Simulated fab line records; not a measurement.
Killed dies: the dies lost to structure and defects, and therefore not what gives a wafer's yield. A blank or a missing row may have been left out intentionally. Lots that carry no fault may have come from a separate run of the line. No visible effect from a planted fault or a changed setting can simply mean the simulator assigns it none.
Which tool is to blame? / flow nand harc / 24 lots, 72 wafers sampled, at 5 steps of a route of 1159

== WHAT EACH GAUGE READ, for each wafer ==
NHARC_A_BLC_OVL_MEAS_11. Usual: overlay x nm -0.1 nm, standard deviation 1; overlay y nm -0.1 nm, standard deviation 0.8.
lot=L074; measured=day 17 08:19; on=overlay-01; overlay x nm (nm)=-1.0 -1.8 -0.9; overlay y nm (nm)=-0.2 -1.3 -1.2; flag=
lot=L075; measured=day 17 14:56; on=overlay-02; overlay x nm (nm)=-1.4 -1.0 -1.0; overlay y nm (nm)=-0.6 -0.5 -0.5; flag=
lot=L077; measured=day 17 17:14; on=overlay-02; overlay x nm (nm)=0.1 0.5 -0.1; overlay y nm (nm)=0.8 0.9 0.6; flag=
lot=L076; measured=day 17 17:52; on=overlay-02; overlay x nm (nm)=0.0 -1.0 -0.9; overlay y nm (nm)=-0.9 -1.1 -1.0; flag=
lot=L078; measured=day 18 03:12; on=overlay-02; overlay x nm (nm)=-1.9 -2.3 -1.6; overlay y nm (nm)=0.5 1.2 0.2; flag=
lot=L079; measured=day 18 11:13; on=overlay-02; overlay x nm (nm)=0.5 1.0 0.1; overlay y nm (nm)=-0.8 -1.1 -1.1; flag=
lot=L081; measured=day 18 19:46; on=overlay-01; overlay x nm (nm)=-1.0 -1.0 -0.9; overlay y nm (nm)=0.5 0.5 1.1; flag=
lot=L082; measured=day 19 00:06; on=overlay-01; overlay x nm (nm)=-0.3 -1.3 -0.3; overlay y nm (nm)=-1.3 -1.8 -1.2; flag=
lot=L085; measured=day 19 08:17; on=overlay-01; overlay x nm (nm)=-0.2 -0.4 -0.4; overlay y nm (nm)=0.4 0.0 0.5; flag=
lot=L083; measured=day 19 13:33; on=overlay-01; overlay x nm (nm)=1.3 0.3 0.8; overlay y nm (nm)=0.2 0.5 -0.4; flag=
lot=L080; measured=day 19 14:09; on=overlay-01; overlay x nm (nm)=-1.7 -1.9 -2.0; overlay y nm (nm)=0.8 0.4 -0.1; flag=
lot=L084; measured=day 19 19:28; on=overlay-02; overlay x nm (nm)=1.5 1.9 2.0; overlay y nm (nm)=0.9 0.9 0.7; flag=
lot=L086; measured=day 20 01:10; on=overlay-02; overlay x nm (nm)=0.6 0.3 0.0; overlay y nm (nm)=0.0 1.5 0.3; flag=
lot=L087; measured=day 20 06:07; on=overlay-01; overlay x nm (nm)=-0.4 -0.2 -0.6; overlay y nm (nm)=0.6 0.6 0.2; flag=
lot=L088; measured=day 20 11:41; on=overlay-01; overlay x nm (nm)=0.1 -0.2 0.1; overlay y nm (nm)=-0.8 -0.6 -0.6; flag=
lot=L089; measured=day 20 16:28; on=overlay-01; overlay x nm (nm)=-0.4 -0.5 -0.6; overlay y nm (nm)=1.7 1.8 1.9; flag=
lot=L090; measured=day 21 12:02; on=overlay-02; overlay x nm (nm)=1.0 1.4 1.6; overlay y nm (nm)=0.7 0.2 0.1; flag=
lot=L091; measured=day 21 12:23; on=overlay-02; overlay x nm (nm)=-0.8 -0.4 -1.4; overlay y nm (nm)=-0.1 -0.1 -0.1; flag=
lot=L093; measured=day 21 21:09; on=overlay-02; overlay x nm (nm)=1.1 1.5 1.5; overlay y nm (nm)=0.5 0.3 0.7; flag=
lot=L092; measured=day 21 21:23; on=overlay-01; overlay x nm (nm)=0.0 0.1 -0.2; overlay y nm (nm)=-0.2 0.8 0.0; flag=
lot=L094; measured=day 22 01:00; on=overlay-02; overlay x nm (nm)=0.4 0.4 0.7; overlay y nm (nm)=-0.3 -0.4 -0.4; flag=
lot=L095; measured=day 22 08:50; on=overlay-02; overlay x nm (nm)=-0.5 0.1 -0.2; overlay y nm (nm)=-0.8 -1.6 -0.6; flag=
lot=L097; measured=day 22 19:46; on=overlay-02; overlay x nm (nm)=1.2 1.7 1.4; overlay y nm (nm)=-0.4 -0.4 -0.4; flag=
lot=L096; measured=day 23 12:47; on=overlay-02; overlay x nm (nm)=0.0 0.3 0.5; overlay y nm (nm)=-1.6 -1.3 -1.0; flag=

NHARC_A_M1_CD_MEAS_16. Usual: cd nm at 119.3 nm, with a standard deviation of 0.96.
lot=L074; measured=day 17 21:06; on=cd sem-01; cd nm (nm)=118.8 119.1 119.2; flag=
lot=L075; measured=day 18 01:28; on=cd sem-01; cd nm (nm)=118.1 119.3 119.0; flag=
lot=L077; measured=day 18 02:11; on=cd sem-02; cd nm (nm)=118.1 118.9 118.2; flag=
lot=L076; measured=day 18 02:43; on=cd sem-03; cd nm (nm)=119.3 119.2 119.0; flag=
lot=L078; measured=day 18 14:12; on=cd sem-01; cd nm (nm)=119.3 118.3 119.6; flag=
lot=L079; measured=day 18 21:58; on=cd sem-01; cd nm (nm)=121.1 120.6 120.0; flag=
lot=L081; measured=day 19 05:28; on=cd sem-02; cd nm (nm)=119.6 119.9 120.3; flag=
lot=L082; measured=day 19 09:05; on=cd sem-03; cd nm (nm)=119.1 120.3 120.1; flag=
lot=L085; measured=day 19 18:05; on=cd sem-02; cd nm (nm)=120.4 118.0 119.1; flag=
lot=L083; measured=day 20 00:41; on=cd sem-03; cd nm (nm)=120.6 118.9 119.6; flag=
lot=L080; measured=day 20 01:14; on=cd sem-01; cd nm (nm)=117.4 118.6 118.7; flag=
lot=L084; measured=day 20 03:59; on=cd sem-02; cd nm (nm)=120.7 118.5 120.0; flag=
lot=L086; measured=day 20 11:18; on=cd sem-01; cd nm (nm)=120.1 120.9 120.6; flag=
lot=L087; measured=day 20 14:39; on=cd sem-01; cd nm (nm)=118.1 118.5 119.0; flag=
lot=L088; measured=day 20 22:18; on=cd sem-01; cd nm (nm)=119.3 118.4 119.9; flag=
lot=L089; measured=day 21 15:55; on=cd sem-02; cd nm (nm)=119.8 118.7 119.5; flag=
lot=L090; measured=day 21 21:49; on=cd sem-01; cd nm (nm)=121.7 121.3 120.5; flag=
lot=L091; measured=day 21 22:14; on=cd sem-03; cd nm (nm)=120.2 119.6 119.6; flag=
lot=L093; measured=day 22 07:29; on=cd sem-03; cd nm (nm)=119.0 118.0 117.9; flag=
lot=L092; measured=day 22 08:00; on=cd sem-02; cd nm (nm)=117.1 118.6 119.1; flag=
lot=L094; measured=day 22 14:07; on=cd sem-03; cd nm (nm)=120.2 119.6 119.7; flag=
lot=L095; measured=day 22 18:47; on=cd sem-01; cd nm (nm)=118.4 117.4 118.6; flag=
lot=L097; measured=day 23 09:19; on=cd sem-02; cd nm (nm)=119.0 119.2 117.1; flag=
lot=L096; measured=day 23 21:19; on=cd sem-02; cd nm (nm)=118.2 119.4 117.6; flag=

NHARC_A_BONDPAD_THK_MEAS_30: measures by ellipsometry. Usual: thk nm at 200.2 nm, with a standard deviation of 1.6.
lot=L074; measured=day 18 00:44; on=film metro-02; thk nm (nm)=200.9 202.4 200.3; flag=
lot=L075; measured=day 18 05:40; on=film metro-02; thk nm (nm)=199.8 197.8 200.1; flag=
lot=L077; measured=day 18 05:58; on=film metro-02; thk nm (nm)=200.0 201.5 202.8; flag=
lot=L076; measured=day 18 06:27; on=film metro-01; thk nm (nm)=201.8 201.6 199.2; flag=
lot=L078; measured=day 18 18:08; on=film metro-01; thk nm (nm)=201.3 198.6 200.5; flag=
lot=L079; measured=day 19 01:42; on=film metro-01; thk nm (nm)=202.6 202.1 199.1; flag=
lot=L081; measured=day 19 09:05; on=film metro-02; thk nm (nm)=199.8 201.6 197.2; flag=
lot=L082; measured=day 19 12:46; on=film metro-01; thk nm (nm)=201.6 200.4 197.2; flag=
lot=L085; measured=day 19 21:51; on=film metro-02; thk nm (nm)=201.3 197.6 201.4; flag=
lot=L083; measured=day 20 04:20; on=film metro-02; thk nm (nm)=199.4 200.2 201.5; flag=
lot=L080; measured=day 20 04:51; on=film metro-01; thk nm (nm)=200.4 201.2 199.1; flag=
lot=L084; measured=day 20 07:44; on=film metro-02; thk nm (nm)=200.2 199.9 200.0; flag=
lot=L086; measured=day 20 14:57; on=film metro-01; thk nm (nm)=200.7 200.6 199.1; flag=
lot=L087; measured=day 20 18:28; on=film metro-02; thk nm (nm)=198.3 199.0 199.9; flag=
lot=L088; measured=day 21 01:57; on=film metro-02; thk nm (nm)=199.5 201.5 200.9; flag=
lot=L089; measured=day 21 19:34; on=film metro-01; thk nm (nm)=201.4 199.6 199.7; flag=
lot=L090; measured=day 22 01:31; on=film metro-01; thk nm (nm)=201.0 197.4 197.5; flag=
lot=L091; measured=day 22 01:54; on=film metro-01; thk nm (nm)=200.2 199.3 201.0; flag=
lot=L093; measured=day 22 11:08; on=film metro-01; thk nm (nm)=199.8 200.0 198.1; flag=
lot=L092; measured=day 22 11:38; on=film metro-01; thk nm (nm)=201.2 198.2 199.6; flag=
lot=L094; measured=day 22 18:14; on=film metro-02; thk nm (nm)=202.7 200.2 200.0; flag=
lot=L095; measured=day 22 22:26; on=film metro-02; thk nm (nm)=202.6 198.7 203.4; flag=
lot=L097; measured=day 23 13:30; on=film metro-02; thk nm (nm)=198.7 200.0 198.7; flag=
lot=L096; measured=day 24 01:01; on=film metro-01; thk nm (nm)=200.8 200.8 200.7; flag=

== WHICH TOOL RAN EACH LOT (tool, then ch and the chambers of the sampled wafers, then the start) ==
lot=L074; NHARC_A_M0_CMP_23=cmp-02 ch 0,1,2, day 17 18:46; NHARC_A_M1_STRIP_18=rie diel-09 ch 0,1,2, day 17 21:11
lot=L075; NHARC_A_M0_CMP_23=cmp-02 ch 0,1,2, day 17 23:13; NHARC_A_M1_STRIP_18=rie diel-02 ch 0,1,3, day 18 01:32
lot=L077; NHARC_A_M0_CMP_23=cmp-03 ch 0,2, day 17 23:51; NHARC_A_M1_STRIP_18=rie diel-02 ch 0,1, day 18 02:17
lot=L076; NHARC_A_M0_CMP_23=cmp-02 ch 1,2,3, day 18 00:24; NHARC_A_M1_STRIP_18=rie diel-02 ch 2,3, day 18 02:46
lot=L078; NHARC_A_M0_CMP_23=cmp-04 ch 1,3, day 18 11:50; NHARC_A_M1_STRIP_18=rie diel-02 ch 1,2, day 18 14:16
lot=L079; NHARC_A_M0_CMP_23=cmp-02 ch 0,1, day 18 19:29; NHARC_A_M1_STRIP_18=rie diel-02 ch 1,2,3, day 18 22:05
lot=L081; NHARC_A_M0_CMP_23=cmp-03 ch 1,2,3, day 19 03:06; NHARC_A_M1_STRIP_18=rie diel-02 ch 0,2, day 19 05:34
lot=L082; NHARC_A_M0_CMP_23=cmp-03 ch 2,3, day 19 06:44; NHARC_A_M1_STRIP_18=rie diel-06 ch 0,1,2, day 19 09:12
lot=L085; NHARC_A_M0_CMP_23=cmp-02 ch 1,2,3, day 19 15:52; NHARC_A_M1_STRIP_18=rie diel-06 ch 0,1,2, day 19 18:09
lot=L083; NHARC_A_M0_CMP_23=cmp-04 ch 0,1,3, day 19 22:31; NHARC_A_M1_STRIP_18=rie diel-02 ch 1,2,3, day 20 00:50
lot=L080; NHARC_A_M0_CMP_23=cmp-02 ch 1,2,3, day 19 22:46; NHARC_A_M1_STRIP_18=rie diel-02 ch 0,1,3, day 20 01:18
lot=L084; NHARC_A_M0_CMP_23=cmp-02 ch 0,1,2, day 20 01:49; NHARC_A_M1_STRIP_18=rie diel-06 ch 1,2,3, day 20 04:08
lot=L086; NHARC_A_M0_CMP_23=cmp-04 ch 1,2,3, day 20 09:02; NHARC_A_M1_STRIP_18=rie diel-09 ch 1,2,3, day 20 11:23
lot=L087; NHARC_A_M0_CMP_23=cmp-02 ch 0,1, day 20 12:08; NHARC_A_M1_STRIP_18=rie diel-09 ch 0,2, day 20 14:47
lot=L088; NHARC_A_M0_CMP_23=cmp-04 ch 0,1,2, day 20 20:03; NHARC_A_M1_STRIP_18=rie diel-06 ch 1,2,3, day 20 22:24
lot=L089; NHARC_A_M0_CMP_23=cmp-03 ch 0,3, day 21 13:31; NHARC_A_M1_STRIP_18=rie diel-06 ch 1,2, day 21 15:59
lot=L090; NHARC_A_M0_CMP_23=cmp-02 ch 1,2,3, day 21 19:37; NHARC_A_M1_STRIP_18=rie diel-09 ch 1,3, day 21 21:53
lot=L091; NHARC_A_M0_CMP_23=cmp-03 ch 0,2,3, day 21 19:52; NHARC_A_M1_STRIP_18=rie diel-06 ch 0,1,2, day 21 22:18
lot=L093; NHARC_A_M0_CMP_23=cmp-04 ch 0,2,3, day 22 05:04; NHARC_A_M1_STRIP_18=rie diel-06 ch 0,2,3, day 22 07:37
lot=L092; NHARC_A_M0_CMP_23=cmp-03 ch 1,2, day 22 05:35; NHARC_A_M1_STRIP_18=rie diel-06 ch 0,1,2, day 22 08:08
lot=L094; NHARC_A_M0_CMP_23=cmp-03 ch 0,1,3, day 22 11:43; NHARC_A_M1_STRIP_18=rie diel-09 ch 0,1,3, day 22 14:11
lot=L095; NHARC_A_M0_CMP_23=cmp-04 ch 1,2,3, day 22 16:22; NHARC_A_M1_STRIP_18=rie diel-02 ch 0,1,2, day 22 18:52
lot=L097; NHARC_A_M0_CMP_23=cmp-02 ch 1,2,3, day 23 06:46; NHARC_A_M1_STRIP_18=rie diel-09 ch 2,3, day 23 09:25
lot=L096; NHARC_A_M0_CMP_23=cmp-02 ch 0,1,3, day 23 18:58; NHARC_A_M1_STRIP_18=rie diel-09 ch 0,1, day 23 21:23
- NHARC_A_M0_CMP_23: polishes, t overpolish 20 s, target thk 113.75 nm.
- NHARC_A_M1_STRIP_18: strips in N2/H2.

== WHAT THE TOOLS THEMSELVES READ (means of the sampled wafers that have a number; where no wafer has one, the mark that the record gives instead) ==
NHARC_A_M0_CMP_23. Usual: motor current A 12.0 A, standard deviation 1; time to endpoint s 29 s, standard deviation 3.1.
lot=L074; tool=cmp-02; motor current A (A)=12.2; time to endpoint s (s)=29; flag=
lot=L075; tool=cmp-02; motor current A (A)=12.3; time to endpoint s (s)=27; flag=
lot=L077; tool=cmp-03; motor current A (A)=11.8; time to endpoint s (s)=33; flag=
lot=L076; tool=cmp-02; motor current A (A)=11.5; time to endpoint s (s)=28; flag=
lot=L078; tool=cmp-04; motor current A (A)=12.3; time to endpoint s (s)=28; flag=
lot=L079; tool=cmp-02; motor current A (A)=11.4; time to endpoint s (s)=30; flag=
lot=L081; tool=cmp-03; motor current A (A)=12.3; time to endpoint s (s)=32; flag=
lot=L082; tool=cmp-03; motor current A (A)=12.6; time to endpoint s (s)=33; flag=
lot=L085; tool=cmp-02; motor current A (A)=12.0; time to endpoint s (s)=28; flag=
lot=L083; tool=cmp-04; motor current A (A)=12.6; time to endpoint s (s)=27; flag=
lot=L080; tool=cmp-02; motor current A (A)=11.9; time to endpoint s (s)=29; flag=
lot=L084; tool=cmp-02; motor current A (A)=11.8; time to endpoint s (s)=28; flag=
lot=L086; tool=cmp-04; motor current A (A)=12.2; time to endpoint s (s)=27; flag=
lot=L087; tool=cmp-02; motor current A (A)=11.3; time to endpoint s (s)=26; flag=
lot=L088; tool=cmp-04; motor current A (A)=12.8; time to endpoint s (s)=29; flag=
lot=L089; tool=cmp-03; motor current A (A)=10.6; time to endpoint s (s)=33; flag=
lot=L090; tool=cmp-02; motor current A (A)=12.2; time to endpoint s (s)=27; flag=
lot=L091; tool=cmp-03; motor current A (A)=11.5; time to endpoint s (s)=33; flag=
lot=L093; tool=cmp-04; motor current A (A)=11.9; time to endpoint s (s)=28; flag=
lot=L092; tool=cmp-03; motor current A (A)=13.0; time to endpoint s (s)=32; flag=
lot=L094; tool=cmp-03; motor current A (A)=11.6; time to endpoint s (s)=31; flag=
lot=L095; tool=cmp-04; motor current A (A)=12.4; time to endpoint s (s)=31; flag=
lot=L097; tool=cmp-02; motor current A (A)=11.9; time to endpoint s (s)=28; flag=
lot=L096; tool=cmp-02; motor current A (A)=11.5; time to endpoint s (s)=29; flag=

NHARC_A_M1_STRIP_18. Usual: drypump motor current A 5.6 A, standard deviation 0.41; oes product au 1.004 a.u., standard deviation 0.012; rf vpp V 91.0 V, standard deviation 0.96; showerhead plenum p Torr 2.09 Torr, standard deviation 0.08; throttle valve pct 14.171 %, standard deviation 0.0086.
lot=L074; tool=rie diel-09; drypump motor current A (A)=5.5; oes product au (a.u.)=1.008; rf vpp V (V)=91.6; showerhead plenum p Torr (Torr)=2.10; throttle valve pct (%)=14.168; flag=
lot=L075; tool=rie diel-02; drypump motor current A (A)=5.6; oes product au (a.u.)=1.003; rf vpp V (V)=91.8; showerhead plenum p Torr (Torr)=2.12; throttle valve pct (%)=14.169; flag=
lot=L077; tool=rie diel-02; drypump motor current A (A)=5.8; oes product au (a.u.)=1.017; rf vpp V (V)=90.3; showerhead plenum p Torr (Torr)=2.11; throttle valve pct (%)=14.173; flag=
lot=L076; tool=rie diel-02; drypump motor current A (A)=5.8; oes product au (a.u.)=1.003; rf vpp V (V)=89.8; showerhead plenum p Torr (Torr)=1.99; throttle valve pct (%)=14.172; flag=
lot=L078; tool=rie diel-02; drypump motor current A (A)=6.1; oes product au (a.u.)=1.008; rf vpp V (V)=90.6; showerhead plenum p Torr (Torr)=1.98; throttle valve pct (%)=14.174; flag=
lot=L079; tool=rie diel-02; drypump motor current A (A)=5.9; oes product au (a.u.)=1.011; rf vpp V (V)=91.3; showerhead plenum p Torr (Torr)=2.05; throttle valve pct (%)=14.179; flag=
lot=L081; tool=rie diel-02; drypump motor current A (A)=5.7; oes product au (a.u.)=1.019; rf vpp V (V)=90.8; showerhead plenum p Torr (Torr)=2.00; throttle valve pct (%)=14.173; flag=
lot=L082; tool=rie diel-06; drypump motor current A (A)=5.8; oes product au (a.u.)=1.005; rf vpp V (V)=91.2; showerhead plenum p Torr (Torr)=2.07; throttle valve pct (%)=14.170; flag=
lot=L085; tool=rie diel-06; drypump motor current A (A)=5.8; oes product au (a.u.)=1.000; rf vpp V (V)=90.9; showerhead plenum p Torr (Torr)=2.07; throttle valve pct (%)=14.166; flag=
lot=L083; tool=rie diel-02; drypump motor current A (A)=5.8; oes product au (a.u.)=1.002; rf vpp V (V)=91.4; showerhead plenum p Torr (Torr)=2.05; throttle valve pct (%)=14.174; flag=
lot=L080; tool=rie diel-02; drypump motor current A (A)=5.6; oes product au (a.u.)=1.012; rf vpp V (V)=91.2; showerhead plenum p Torr (Torr)=2.12; throttle valve pct (%)=14.169; flag=
lot=L084; tool=rie diel-06; drypump motor current A (A)=5.7; oes product au (a.u.)=0.997; rf vpp V (V)=90.3; showerhead plenum p Torr (Torr)=2.06; throttle valve pct (%)=14.179; flag=
lot=L086; tool=rie diel-09; drypump motor current A (A)=5.4; oes product au (a.u.)=0.995; rf vpp V (V)=90.2; showerhead plenum p Torr (Torr)=2.07; throttle valve pct (%)=14.167; flag=
lot=L087; tool=rie diel-09; drypump motor current A (A)=5.4; oes product au (a.u.)=1.021; rf vpp V (V)=91.3; showerhead plenum p Torr (Torr)=2.17; throttle valve pct (%)=14.165; flag=
lot=L088; tool=rie diel-06; drypump motor current A (A)=5.7; oes product au (a.u.)=0.986; rf vpp V (V)=90.1; showerhead plenum p Torr (Torr)=2.06; throttle valve pct (%)=14.172; flag=
lot=L089; tool=rie diel-06; drypump motor current A (A)=5.6; oes product au (a.u.)=1.004; rf vpp V (V)=91.0; showerhead plenum p Torr (Torr)=1.99; throttle valve pct (%)=14.167; flag=
lot=L090; tool=rie diel-09; drypump motor current A (A)=5.5; oes product au (a.u.)=0.995; rf vpp V (V)=90.3; showerhead plenum p Torr (Torr)=2.02; throttle valve pct (%)=14.179; flag=
lot=L091; tool=rie diel-06; drypump motor current A (A)=5.8; oes product au (a.u.)=1.012; rf vpp V (V)=92.0; showerhead plenum p Torr (Torr)=2.07; throttle valve pct (%)=14.173; flag=
lot=L093; tool=rie diel-06; drypump motor current A (A)=5.5; oes product au (a.u.)=0.999; rf vpp V (V)=90.8; showerhead plenum p Torr (Torr)=2.08; throttle valve pct (%)=14.172; flag=
lot=L092; tool=rie diel-06; drypump motor current A (A)=5.8; oes product au (a.u.)=1.006; rf vpp V (V)=91.0; showerhead plenum p Torr (Torr)=2.07; throttle valve pct (%)=14.172; flag=
lot=L094; tool=rie diel-09; drypump motor current A (A)=5.4; oes product au (a.u.)=0.996; rf vpp V (V)=91.6; showerhead plenum p Torr (Torr)=2.09; throttle valve pct (%)=14.166; flag=
lot=L095; tool=rie diel-02; drypump motor current A (A)=5.8; oes product au (a.u.)=1.020; rf vpp V (V)=90.9; showerhead plenum p Torr (Torr)=2.05; throttle valve pct (%)=14.169; flag=
lot=L097; tool=rie diel-09; drypump motor current A (A)=5.1; oes product au (a.u.)=1.004; rf vpp V (V)=91.5; showerhead plenum p Torr (Torr)=2.10; throttle valve pct (%)=14.170; flag=
lot=L096; tool=rie diel-09; drypump motor current A (A)=5.5; oes product au (a.u.)=0.996; rf vpp V (V)=89.9; showerhead plenum p Torr (Torr)=2.11; throttle valve pct (%)=14.170; flag=

== THE ANSWER, worked out from the rows above alone ==
Rule: take the mean of a lot's wafers that have a number; if it is more than 3 standard deviations from the usual mean, the lot is off. Also off: a lot with no number at a reading for which 4 or more lots have one. The other lots that the step has rows for count as sound. The gauges are gone through in route order, then the tools' own readings, and for those a lot's mean is taken as printed above. At the first step where some lot is off, the reading lying furthest off is the one used; lots without a number count as furthest.
Nothing can be told from this: no lot is off at any reading shown.

== WHAT THE SIMULATOR HAD PUT IN ==
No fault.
